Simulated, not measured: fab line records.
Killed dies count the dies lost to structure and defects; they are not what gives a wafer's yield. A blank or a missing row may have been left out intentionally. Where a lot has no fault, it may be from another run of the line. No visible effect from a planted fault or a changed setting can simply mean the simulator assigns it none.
Code-filled problem report in 8D (eight disciplines) form    flow nandHarc    the parts of the form that need people (team, actions taken, sign-off) are left out

1. THE PROBLEM
At NHARC_END_SORT_01, killedAtPeriphery averages 62.0 over 3 wafers from 3 lots, while fault-free wafers read 3.5, standard deviation 2.7. That puts it +22 standard deviations away from the usual mean.
First seen on wafer L344.4, day 29 07:57, on prober-01. The record holds 13 wafers of 5 lots with a number at this step. By rule, "out" or "out of limits" means more than 4 standard deviations away from the usual mean. All remaining wafers that have a number are taken as sound.

2. WHAT IT IS, AND WHAT IT ISN'T
question                     is                      is not
which readings at this step  killedAtPeriphery       killedAtArray, killedAtOther, killedOpen, killedShort
which lots                   L344, L345, L346        L333, L352
which wafers of those lots   L344.4, L345.2, L346.3  L345.3, L345.6, L346.4, L346.5
read on which gauges         prober-01, prober-02    -
when                         from day 29 07:57       up to then (3 sound wafers); but 7 sound wafers of L345, L346, L352 came after

3. SUSPECTS, AND WHAT RULES EACH OUT
Counting: a tool at a process step up to the reading stays a suspect if it ran every lot that is out. Sound lots after the first of them don't rule it out here, since some wafers of a struck lot are sound.
- the gauge at NHARC_END_SORT_01 has been ruled out. Those wafers that are out were read across 2 gauges (prober-01, prober-02).
- rieDiel-03 at NHARC_P_M2_ETCH_28 (etches the open film in CF4/N2, target depth 30 nm, time 72.99 s): kept. Ran every lot that is out, first one L344 (day 11 21:50); last sound lot up to then L333 (day 7 10:20).
- In rieDiel-03 at NHARC_P_M2_ETCH_28, the wafers that are out were processed in chamber 0 and their sound lot-mates in chambers 1, 3.
The count leaves rieDiel-03 at NHARC_P_M2_ETCH_28.

4. THE CAUSE (what the simulator had put in)
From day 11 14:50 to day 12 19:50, rieDiel-03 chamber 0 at NHARC_P_M2_ETCH_28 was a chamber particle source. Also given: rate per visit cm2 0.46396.
The count eliminated every tool but this one.

5. THE CHAIN OF EFFECTS, in route order
Each row: a reading whose mean over the struck wafers that have a number lies more than 3 standard deviations from the usual. Only readings for which the record gives a usual standard deviation are gone through. hours: the time from each lot's start at the first step in this table that gives one to its start at this step, as a median over the lots. sigmas: the change in usual standard deviations.
hours  step               reading             usual  on struck wafers  change  sigmas
0      NHARC_END_SORT_01  defectLimitedYield  91 %   81                -10     -3.3
0      NHARC_END_SORT_01  killedAtPeriphery   3.5    62.0              +58.5   +22
0      NHARC_END_SORT_01  killedDies          60     128               +68     +3.4

6. WHAT WOULD HAVE CAUGHT IT SOONER
Counted from the fault's start at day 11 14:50, it took 425 hours until the first out-of-limits reading at a measuring or inspecting step in this record, taken at day 29 07:57.
Of the tool readings at NHARC_P_M2_ETCH_28 for which the record gives a usual standard deviation, none was out on any struck wafer, so an alarm limit of 4 standard deviations on them would not have fired.
Lots out: 3; all had begun NHARC_P_M2_ETCH_28 on rieDiel-03 by day 29 07:57. Holding the tool at that point would not have protected any of them.
